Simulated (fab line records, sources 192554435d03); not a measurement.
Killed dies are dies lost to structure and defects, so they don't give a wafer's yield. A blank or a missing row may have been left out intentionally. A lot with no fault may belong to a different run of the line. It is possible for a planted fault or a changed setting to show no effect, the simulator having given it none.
Matching of chambers	flow n5Finfet	N5_BEOL_M8_ETCH_62 on rieDiel-02: 4 sister chambers
The step etches SOC in N2/H2, target depth 110 nm, overetch 22 nm, time 165 s. 16 wafers are shown with their chamber, then 8 later ones without.

== EACH WAFER AND ITS CHAMBER ==
wafer	chamber	showerheadPlenumPTorr (Torr)	throttleValvePct (%)	drypumpMotorCurrentA (A)
L074.3	1	2.42	17.76	6.2
L074.4	0	2.52	18.00	5.2
L074.6	0	2.52	18.00	5.3
L075.1	3	2.66	17.52	5.9
L075.3	1	2.42	17.77	6.2
L075.5	0	2.52	18.01	5.2
L078.3	0	2.52	18.01	5.2
L078.5	0	2.52	18.01	5.2
L078.6	1	2.42	17.79	6.1
L081.1	3	2.65	17.56	5.9
L081.3	2	2.49	18.22	5.7
L081.6	3	2.65	17.56	5.9
L083.3	3	2.65	17.57	5.9
L083.4	1	2.41	17.80	6.2
L083.6	3	2.65	17.58	5.9
L084.1	1	2.41	17.82	6.2

SIGNATURES (averages over the wafers above)
reading	chamber 0	chamber 1	chamber 2	chamber 3	scatter within a chamber
showerheadPlenumPTorr	2.5200	2.4160	2.4900	2.6520	0.00408
throttleValvePct	18.0060	17.7880	18.2200	17.5580	0.0193
drypumpMotorCurrentA	5.220	6.180	5.700	5.900	0.0365
Rule: distance of a wafer from a chamber = root of the sum over the readings of ((wafer's reading minus chamber's mean) / reading's scatter) squared. If the next closest chamber is less than 2 further off than the closest, the wafer can't be placed; otherwise it belongs to the closest. How the scatter is found: for the shown wafers, subtract from each reading the mean of its chamber, square and add these, divide the total by (wafers less chambers), then take the root.

== WAFERS MISSING THEIR CHAMBER ==
wafer	showerheadPlenumPTorr (Torr)	throttleValvePct (%)	drypumpMotorCurrentA (A)
L084.4	2.48	18.22	5.7
L084.6	2.48	18.23	5.7
L086.1	2.51	18.04	5.2
L086.2	2.48	18.24	5.7
L086.3	2.65	17.58	5.9
L095.2	2.40	17.87	6.2
L095.3	2.64	17.64	5.9
L095.5	2.40	17.86	6.2

== CHAMBER TAKEN BY EACH ==
wafer	from the rows above	in truth
L084.4	2	2
L084.6	2	2
L086.1	0	0
L086.2	2	2
L086.3	3	3
L095.2	1	1
L095.3	3	3
L095.5	1	1
8 of 8 placed correctly. From these rows, 0 cannot be placed. 0 placed wrongly.
